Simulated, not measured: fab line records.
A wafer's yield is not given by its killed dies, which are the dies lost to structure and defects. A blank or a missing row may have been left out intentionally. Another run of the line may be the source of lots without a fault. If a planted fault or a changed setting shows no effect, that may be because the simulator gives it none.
fab line records    flow n5_finfet
record: lots: 9  wafers: 25  last_day: 19
route steps=1938 shown BEOL_M4@1111 BEOL_M15@1783 MIM_TOP@1834 PASSIVATION@1936
lots with no fault: from the same line, run without faults
start_h: hours from the record's opening day to when the first of the lot's shown wafers began    wait_h: hours elapsed since this lot's preceding step    " same as the row above    L1.1+2: a single row standing in for several wafers    - no value, or no start was given    * or withheld: withheld    < > ~ a bound
route shown NAME@n: NAME is a module with steps in the file, n the number in the route of the first one    usual: mean/standard deviation taken from wafers without a fault    same: alike in all rows    chamber/n: place in a boat    sites: the reading at each site    _std_site: standard deviation across them    _edge_site: inner sites' mean taken away from outer sites' mean    radius_mm: for every site, how far away it sits from the centre of the wafer    mask NAME#n: copy n    behind: the most recent tool/chamber to have shaped the wafer    hold: why the lot was held/for how many hours/how that ended    device: which transistor (n, p or np) failed to switch    end of line: tests run on the same wafers once the route is complete    for a step that has no rows: nothing shown but its recipe    killed: the dies lost at the first sort to structure and to defects; this is not the yield of the wafer    map: a wafer's dies, x killed, . not, _ none there
set.NAME: the run value of the setting; set.NAME@STEP: its run value at that earlier step    model.NAME: the simulator's own value behind a step, which no gauge read
one table for each step of the route and one row for each wafer, over a sample of lots
services: a tool's chamber out of use, with start hour (start_h, from the record's first day; less than 0 if before it), hours out, and reason
== steps ==
step: N5_BEOL_M4_RC_MEAS_101
usual: DIBL_N: 36.6/2.1  DIBL_P: 36.5/2.7  IOFF_N: 0.17/0.043  IOFF_P: 0.22/0.045  ION_N: 674/17  ION_P: 461/9.9  SS_N: 71.7/0.79  SS_P: 73.4/0.79  VT_N: 249/4  VT_P: -250/3.3
lot.wafer  tool       chamber  start_h  wait_h  DIBL_N[mV/V]  DIBL_P[mV/V]  IOFF_N[nA/um]  IOFF_P[nA/um]  ION_N[uA/um]  ION_P[uA/um]  SS_N[mV/dec]  SS_P[mV/dec]  VT_N[mV]  VT_P[mV]
L474.2     prober-01  0        188.87   0.2     33.1          33.5          0.10           0.14           647           443           70.5          71.6          258       -256
L474.4     "          0        "        "       34.9          36.1          0.14           0.18           658           454           71.3          73.0          252       -254
L474.5     "          0        "        "       38.3          39.8          0.22           0.24           696           469           72.1          73.2          244       -251
L476.1     prober-02  0        194.93   0.0     40.5          39.4          0.23           0.26           695           463           73.2          74.4          247       -250
L476.2     "          0        "        "       37.7          35.1          0.17           0.19           676           454           72.8          73.9          250       -254
L476.6     "          0        "        "       38.3          37.4          0.20           0.23           693           464           72.4          73.9          248       -248
L479.3     prober-02  0        215.73   0.3     39.5          41.3          0.25           0.30           692           469           73.0          74.9          244       -246
L479.4     "          0        "        "       39.0          40.2          0.25           0.30           689           468           72.0          74.1          242       -245
L479.6     "          0        "        "       37.1          36.6          0.20           0.23           687           465           72.0          73.9          248       -246
L482.2     prober-01  0        218.80   0.2     35.0          36.0          0.16           0.23           689           474           71.0          73.7          247       -247
L482.5     "          0        "        "       36.8          37.5          0.17           0.24           670           458           71.2          73.5          249       -247
L482.6     "          0        "        "       34.8          35.0          0.15           0.20           680           468           70.5          72.8          250       -251
L489.1     prober-01  0        269.67   0.0     31.0          30.4          0.08           0.12           637           446           70.1          71.2          258       -256
L489.3     "          0        "        "       39.8          41.0          0.22           0.27           696           465           72.8          74.6          245       -246
L491.1     prober-02  0        275.77   0.0     37.5          37.3          0.21           0.22           678           460           71.7          73.9          244       -250
L491.3     "          0        "        "       37.2          36.4          0.17           0.21           670           450           72.4          72.9          249       -252
L491.4     "          0        "        "       36.2          36.1          0.18           0.20           699           469           71.6          73.4          246       -250
L495.1     prober-02  0        314.36   0.0     36.5          38.2          0.16           0.23           661           455           71.5          74.0          251       -251
L495.3     "          0        "        "       40.9          43.3          0.30           0.37           712           483           72.4          75.4          240       -245
L495.4     "          0        "        "       36.9          38.2          0.18           0.23           682           462           71.4          74.2          247       -251
L497.1     prober-02  0        320.30   0.0     38.0          35.3          0.19           0.20           693           467           72.9          73.4          246       -252
L497.2     "          0        "        "       37.7          35.8          0.16           0.20           654           445           71.8          73.4          251       -252
L497.5     "          0        "        "       35.5          33.8          0.14           0.17           680           472           71.3          73.6          251       -252
L496.4     prober-02  0        340.96   0.5     34.8          32.7          0.12           0.14           672           456           70.9          72.0          254       -254
L496.5     "          0        "        "       33.9          32.3          0.10           0.14           645           446           70.4          72.4          257       -256
step: N5_BEOL_M15_CD_MEAS_10
recipe: target_cd_nm: 360  landing_energy_ev: 500  detector: se_inlens  polarity: opening
usual: cd_nm: 359.5/2.4
lot.wafer  tool       chamber  start_h  wait_h  cd_nm
L474.2     cd_sem-03  0        264.41   -       360.1
L474.4     "          0        "        "       364.6
L474.5     "          0        "        "       359.4
L476.1     cd_sem-03  0        275.69   -       358.1
L476.2     "          0        "        "       356.5
L476.6     "          0        "        "       360.0
L479.3     cd_sem-03  0        297.08   -       364.6
L479.4     "          0        "        "       363.6
L479.6     "          0        "        "       360.5
L482.2     cd_sem-03  0        312.54   -       360.5
L482.5     "          0        "        "       363.3
L482.6     "          0        "        "       361.3
L489.1     cd_sem-02  0        350.57   -       356.3
L489.3     "          0        "        "       361.3
L491.1     cd_sem-03  0        360.88   -       360.3
L491.3     "          0        "        "       357.3
L491.4     "          0        "        "       359.4
L495.1     cd_sem-01  0        393.23   -       360.5
L495.3     "          0        "        "       357.9
L495.4     "          0        "        "       357.0
L497.1     cd_sem-01  0        402.22   -       358.1
L497.2     "          0        "        "       358.1
L497.5     "          0        "        "       361.6
L496.4     cd_sem-01  0        425.70   -       363.2
L496.5     "          0        "        "       362.6
step: N5_BEOL_M15_DESCUM_33
recipe: chemistry: O2  time_s: 7.9  source_power_w: 50  bias_power_w: 20  pressure_mtorr: 20  rf_frequency_hz: 2.712e+07  temp_c: 40  o2_flow_sccm: 225
usual: drypump_motor_current_A: 5.6/0.47  oes_product_au: 0.82/0.092  rf_vpp_V: 243.7/1.3  showerhead_plenum_p_Torr: 2.12/0.074  throttle_valve_pct: 20.4/0.31
lot.wafer  tool         chamber  start_h  wait_h  drypump_motor_current_A  oes_product_au  rf_hours_counter_h  rf_vpp_V  showerhead_plenum_p_Torr  throttle_valve_pct
L474.2     rie_diel-02  2        266.08   0.0     5.7                      0.95            8                   242.0     2.09                      20.6
L474.4     "            3        "        "       5.4                      0.85            59                  245.1     2.22                      20.3
L474.5     "            2        "        "       5.7                      0.95            -                   243.5     2.08                      20.6
L476.1     rie_diel-02  1        277.36   0.0     5.9                      0.71            211                 243.5     2.15                      20.7
L476.2     "            0        "        "       6.0                      0.71            219                 244.0     2.07                      20.7
L476.6     "            0        "        "       6.0                      0.71            -                   242.7     2.07                      20.7
L479.3     rie_diel-04  2        298.75   0.0     4.9                      0.78            125                 242.3     2.13                      20.5
L479.4     "            3        "        "       5.0                      0.83            66                  243.9     2.08                      19.7
L479.6     "            2        "        "       4.9                      0.77            -                   243.9     2.13                      20.6
L482.2     rie_diel-02  2        314.40   0.2     5.6                      0.90            21                  242.4     2.08                      20.6
L482.5     "            0        "        "       6.0                      0.71            -                   243.0     2.07                      20.7
L482.6     "            1        "        "       5.8                      0.68            -                   244.0     2.15                      20.7
L489.1     rie_diel-04  3        352.12   0.0     5.0                      0.82            82                  243.8     2.08                      19.8
L489.3     "            1        "        "       6.2                      0.93            27                  246.1     2.25                      20.6
L491.1     rie_diel-05  3        362.78   0.0     5.2                      0.89            33                  243.9     2.06                      20.6
L491.3     "            2        "        "       5.8                      0.82            76                  242.9     2.01                      20.1
L491.4     "            0        "        "       6.5                      0.66            249                 243.5     2.14                      20.8
L495.1     rie_diel-02  3        395.00   0.1     5.4                      0.80            97                  245.1     2.21                      20.4
L495.3     "            2        "        "       5.7                      0.86            43                  243.7     2.07                      20.7
L495.4     "            2        "        "       5.7                      0.86            -                   240.9     2.07                      20.7
L497.1     rie_diel-05  3        404.02   0.3     5.3                      0.86            45                  242.3     2.06                      20.7
L497.2     "            0        "        "       6.4                      0.99            5                   246.0     2.14                      20.3
L497.5     "            0        "        "       6.5                      1.00            -                   244.5     2.14                      20.3
L496.4     rie_diel-02  3        427.59   0.3     5.4                      0.78            -                   243.4     2.21                      20.4
L496.5     "            2        "        "       5.7                      0.85            -                   242.3     2.07                      20.7
step: N5_BEOL_M15_CMP_49
recipe: stop_on: SiO2  t_overpolish_s: 4.9  down_force_psi: 2  platen_rpm: 80  clearing_platen_down_force_psi: 2  clearing_platen_rpm: 80  post_cmp_clean: cu_alkaline  target_thk_nm: 850  clearing_platen_pad_velocity_m_s: 1.5917  pad_velocity_m_s: 1.5917
usual: barrier_field_endpoint_s: 11.34/0.25  motor_current_A: 8.1/0.58  overpolish_run_s: 4.900/0.0082
lot.wafer  tool    chamber  start_h  wait_h  barrier_field_endpoint_s  motor_current_A  overpolish_run_s
L474.4     cmp-04  1        268.50   0.2     11.68                     7.8              4.909
L474.2     "       2        "        "       11.39                     7.6              4.894
L474.5     "       0        "        "       11.61                     7.7              4.896
L476.2     cmp-04  0        284.37   0.2     11.67                     7.5              4.902
L476.1     "       1        "        "       11.32                     7.8              4.890
L476.6     "       0        "        "       11.37                     7.5              4.915
L479.4     cmp-04  2        303.89   0.2     11.41                     7.5              4.900
L479.3     "       3        "        "       10.92                     8.7              4.907
L479.6     "       0        "        "       11.36                     7.9              4.889
L482.2     cmp-03  1        317.75   0.3     11.34                     9.2              4.896
L482.5     "       3        "        "       11.07                     7.4              4.897
L482.6     "       0        "        "       11.63                     7.2              4.899
L489.3     cmp-04  0        354.31   0.2     22.19                     7.8              3.803
L489.1     "       3        "        "       10.82                     8.6              4.907
L491.4     cmp-04  0        366.47   0.2     11.63                     7.6              4.890
L491.1     "       1        "        "       11.52                     7.6              4.914
L491.3     "       2        "        "       22.99                     7.4              3.006
L495.4     cmp-01  1        397.34   0.1     11.11                     8.5              4.905
L495.3     "       2        "        "       11.15                     8.4              4.913
L495.1     "       0        "        "       11.18                     8.1              4.909
L497.2     cmp-03  3        405.72   0.2     11.37                     7.3              4.907
L497.1     "       2        "        "       11.43                     8.3              4.895
L497.5     "       3        "        "       11.53                     7.0              4.893
L496.4     cmp-01  1        431.16   0.2     11.83                     8.8              4.897
L496.5     "       3        "        "       11.20                     8.4              4.911
step: N5_BEOL_M15_THK_MEAS_50
recipe: thk_meas_gauge: xrf  reads: Cu_of_BEOL_M15_ECD_47
usual: M15_THK: 848/18
lot.wafer  tool           chamber  start_h  wait_h  M15_THK[nm]
L474.2     film_metro-01  -        268.72   -       879
L474.4     "              -        "        "       852
L474.5     "              -        "        "       864
L476.1     film_metro-02  -        284.63   -       826
L476.2     "              -        "        "       821
L476.6     "              -        "        "       819
L479.3     film_metro-01  -        304.11   -       850
L479.4     "              -        "        "       837
L479.6     "              -        "        "       844
L482.2     film_metro-01  -        317.97   -       870
L482.5     "              -        "        "       829
L482.6     "              -        "        "       830
L489.1     film_metro-02  -        354.60   -       850
L489.3     "              -        "        "       1557
L491.1     film_metro-02  -        366.72   -       859
L491.3     "              -        "        "       1582
L491.4     "              -        "        "       834
L495.1     film_metro-02  -        397.63   -       841
L495.3     "              -        "        "       855
L495.4     "              -        "        "       856
L497.1     film_metro-02  -        406.02   -       848
L497.2     "              -        "        "       895
L497.5     "              -        "        "       891
L496.4     film_metro-02  -        431.34   -       812
L496.5     "              -        "        "       859
step: N5_BEOL_M15_INSPECT_55
recipe: inspect_instrument: darkfield  mode: post_dep
usual: raw_defect_count: 70/22
lot.wafer  tool               chamber  start_h  wait_h  raw_defect_count
L474.2     defect_inspect-01  -        268.88   0.0     63
L474.4     "                  -        "        "       65
L474.5     "                  -        "        "       39
L476.1     defect_inspect-01  -        284.78   0.0     61
L476.2     "                  -        "        "       41
L476.6     "                  -        "        "       73
L479.3     defect_inspect-02  -        304.27   0.0     76
L479.4     "                  -        "        "       65
L479.6     "                  -        "        "       85
L482.2     defect_inspect-01  -        318.12   0.0     71
L482.5     "                  -        "        "       68
L482.6     "                  -        "        "       103
L489.1     defect_inspect-02  -        354.75   0.0     105
L489.3     "                  -        "        "       6517
L491.1     defect_inspect-02  -        366.88   0.0     51
L491.3     "                  -        "        "       6381
L491.4     "                  -        "        "       56
L495.1     defect_inspect-01  -        397.82   0.0     69
L495.3     "                  -        "        "       99
L495.4     "                  -        "        "       63
L497.1     defect_inspect-02  -        406.17   0.0     66
L497.2     "                  -        "        "       73
L497.5     "                  -        "        "       97
L496.4     defect_inspect-02  -        431.50   0.0     74
L496.5     "                  -        "        "       105
step: N5_MIM_TOP_ALD_00
recipe: material: Al2O3  target_thk_a: *  temp_c: withheld  ald_precursor_family: TMA  ald_co_reactant: O3  pulse_time_s: withheld  purge_time_s: 3  co_reactant_purge_time_s: withheld  co_reactant_pulse_time_s: 3  ald_cycles: withheld
usual: precursor_pulse_height_rel: 1.000/0.018
lot.wafer  tool       chamber  start_h  wait_h  precursor_pulse_height_rel
L474.2     ald_hk-01  0        271.57   0.1     1.025
L474.4     "          2        "        "       0.998
L474.5     "          3        "        "       0.992
L476.1     ald_hk-02  0        286.65   0.1     1.010
L476.2     "          2        "        "       0.997
L476.6     "          0        "        "       1.007
L479.3     ald_hk-01  1        306.04   0.1     0.971
L479.4     "          2        "        "       0.987
L479.6     "          3        "        "       0.986
L482.2     ald_hk-03  2        319.86   0.1     0.977
L482.5     "          3        "        "       1.011
L482.6     "          2        "        "       0.970
L489.1     ald_hk-03  3        357.90   0.1     1.001
L491.1     ald_hk-01  2        368.10   0.1     1.009
L491.4     "          0        "        "       1.012
L495.1     ald_hk-03  1        399.53   0.1     0.998
L495.3     "          0        "        "       0.970
L495.4     "          3        "        "       0.988
L497.1     ald_hk-03  2        407.78   0.1     1.035
L497.2     "          0        "        "       1.015
L497.5     "          2        "        "       1.021
L496.4     ald_hk-02  1        434.27   0.1     0.995
L496.5     "          2        "        "       1.026
step: N5_PASSIVATION_PROBE_49
usual: defect_limited_yield: 91.5/1.7  killed_at_M0_to_M3: 33/11  killed_at_M4_up: 13/5.2  killed_at_contacts: 11/5.7  killed_at_front_end: 39/11  killed_at_other: 4/3  killed_dies: 101/20  killed_on_rim: 13/4.1  killed_open: 66/15  killed_short: 33/8.4  sort_bin_4_leakage: 0.01/0.073  sort_bin_5_function: 5.0/1.1  sort_bin_6_memory: 3.2/0.69  sort_bin_8_speed: 0.1/0.52  sort_n_pass: 1078/20  sort_yield_pct: 91.4/1.7
same: gross_dies: 1180  killed_at_back_side: 0
lot.wafer  tool       chamber  start_h  wait_h  defect_limited_yield[%]  killed_at_M0_to_M3  killed_at_M4_up  killed_at_contacts  killed_at_front_end  killed_at_other  killed_dies  killed_on_rim  killed_open  killed_short  sort_bin_4_leakage[%]  sort_bin_5_function[%]  sort_bin_6_memory[%]  sort_bin_8_speed[%]  sort_n_pass  sort_yield_pct[%]
L489.1     prober-01  -        372.54   0.0     93.4                     27                  7                12                  29                   3                78           13             53           25            0                      3.7                     2.6                   1.3                  1087         92.1
L489.3     prober-01  -        372.64   0.1     0                        40                  1087             4                   43                   6                1180         152            71           40            0                      4.7                     4.2                   0                    0            0
L491.1     prober-02  -        382.02   0.0     90.4                     38                  14               3                   56                   2                113          16             62           46            0                      5.2                     3.6                   0                    1067         90.4
L491.3     prober-02  -        382.12   0.1     0                        27                  1094             9                   43                   7                1180         152            56           44            0                      4.8                     3.1                   0                    0            0
L491.4     prober-02  -        382.17   0.2     91.6                     42                  13               4                   38                   2                99           17             63           36            0                      5.2                     3.1                   0                    1081         91.6
killed by level:class
L489.1 MOL_CONTACT_COAG:geometric_particle:open=10 BEOL_M0_SAQP:geometric_particle:open=7 FIN_SAQP:geometric_particle:open=6 BEOL_M0_SAQP:geometric_particle:short=6 BEOL_M4:geometric_particle:open=6 STI_FIN_REVEAL:geometric_particle:open=4 BEOL_M3:geometric_particle:open=4 FIN_SAQP:geometric_particle:short=3
L489.3 BEOL_M15:area_cmp=1069 BEOL_M0_SAQP:geometric_particle:short=15 STI_FIN_REVEAL:geometric_particle:open=11 FIN_SAQP:geometric_particle:open=9 BEOL_M0_SAQP:geometric_particle:open=9 BEOL_M5:geometric_particle:open=8 FIN_SAQP:geometric_particle:short=6 BEOL_M2:geometric_particle:open=6
L491.1 BEOL_M0_SAQP:geometric_particle:short=17 BEOL_M0_SAQP:geometric_particle:open=12 FIN_SAQP:geometric_particle:open=9 GATE_CUT:geometric_particle:short=9 FIN_SAQP:geometric_particle:short=8 GATE_CUT:geometric_particle:open=8 BEOL_M4:geometric_particle:open=7 STI_FIN_REVEAL:geometric_particle:open=4
L491.3 BEOL_M15:area_cmp=1080 FIN_SAQP:geometric_particle:open=12 FIN_SAQP:geometric_particle:short=11 GATE_CUT:geometric_particle:short=9 MOL_CONTACT_COAG:geometric_particle:open=8 BEOL_M2:geometric_particle:open=7 BEOL_M0_SAQP:geometric_particle:short=7 PAD_METAL:geometric_particle:short=6
L491.4 GATE_CUT:geometric_particle:short=10 BEOL_M0_SAQP:geometric_particle:open=9 BEOL_M1:geometric_particle:open=9 FIN_SAQP:geometric_particle:open=8 BEOL_M0_SAQP:geometric_particle:short=8 BEOL_M2:geometric_particle:open=8 FIN_SAQP:geometric_particle:short=5 GATE_CUT:geometric_particle:open=5
== services ==
tool         chamber  start_h  hours  kind
cmp-03       -        261.62   0.7    repair
rie_diel-02  2        266.68   5.1    repair
cmp-03       -        272.80   6.5    pm
cmp-04       -        276.78   0.6    repair
cmp-03       -        286.88   18.2   pm
cmp-01       -        294.23   3.9    repair
cmp-04       -        296.31   1.8    repair
cmp-01       -        298.98   4.0    pm
cmp-01       -        313.44   1.2    repair
rie_diel-05  -        319.34   2.8    pm
rie_diel-04  0        324.21   1.2    repair
rie_diel-02  -        330.92   3.4    repair
cmp-04       -        341.81   5.5    pm
cmp-01       -        367.52   13.8   pm
cmp-01       -        381.38   2.1    repair
cmp-04       -        383.28   0.5    repair
ald_hk-02    -        385.98   2.4    repair
cmp-01       -        389.41   6.3    repair
rie_diel-02  0        391.11   -      clean
rie_diel-02  0        391.11   -      consumable_replace:focus_ring
rie_diel-02  0        391.11   14.1   scheduled_down
cmp-04       -        404.16   0.8    repair
rie_diel-05  2        405.28   21.1   repair
rie_diel-02  -        417.06   2.8    pm
== key ==
first_sign: step: N5_BEOL_M15_CMP_49  reading: overpolish_run_s  direction: down  sigmas: 99+  usual: 4.900  struck: 3.404
effect: step: N5_BEOL_M15_CMP_49  reading: barrier_field_endpoint_s  direction: up  sigmas: 44  usual: 11.34  struck: 22.59
effect: step: N5_BEOL_M15_THK_MEAS_50  reading: M15_THK  direction: up  sigmas: 41  usual: 848  struck: 1570
effect: step: N5_BEOL_M15_INSPECT_55  reading: raw_defect_count  direction: up  sigmas: 99+  usual: 70  struck: 6449
effect: step: N5_PASSIVATION_PROBE_49  reading: killed_at_M4_up  direction: up  sigmas: 99+  usual: 13  struck: 1090
more_kills_born_at: N5_BEOL_M15_CMP_49@cmp-04: 2149
met_at N5_BEOL_M15_CMP_49
struck_lots L489,L491
struck_wafers L489.3,L491.3
later_rows_left_out L489.3,L491.3
not_acting_at N5_BEOL_M15_CD_MEAS_10,N5_BEOL_M15_DESCUM_33,N5_MIM_TOP_ALD_00
onset_between 303.89 354.31
fault: kind: process_parameter_drift  tool: cmp-04  chamber: -  onset_h: 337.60  steps: N5_BEOL_M15_CMP_49  channel: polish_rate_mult  offset: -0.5  shape: step  end_h: 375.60  scope: struck_wafers_only
later_rows_left_out: the simulator's readings of these wafers behind a module that went badly wrong aren't trusted and aren't shown, but for the sort
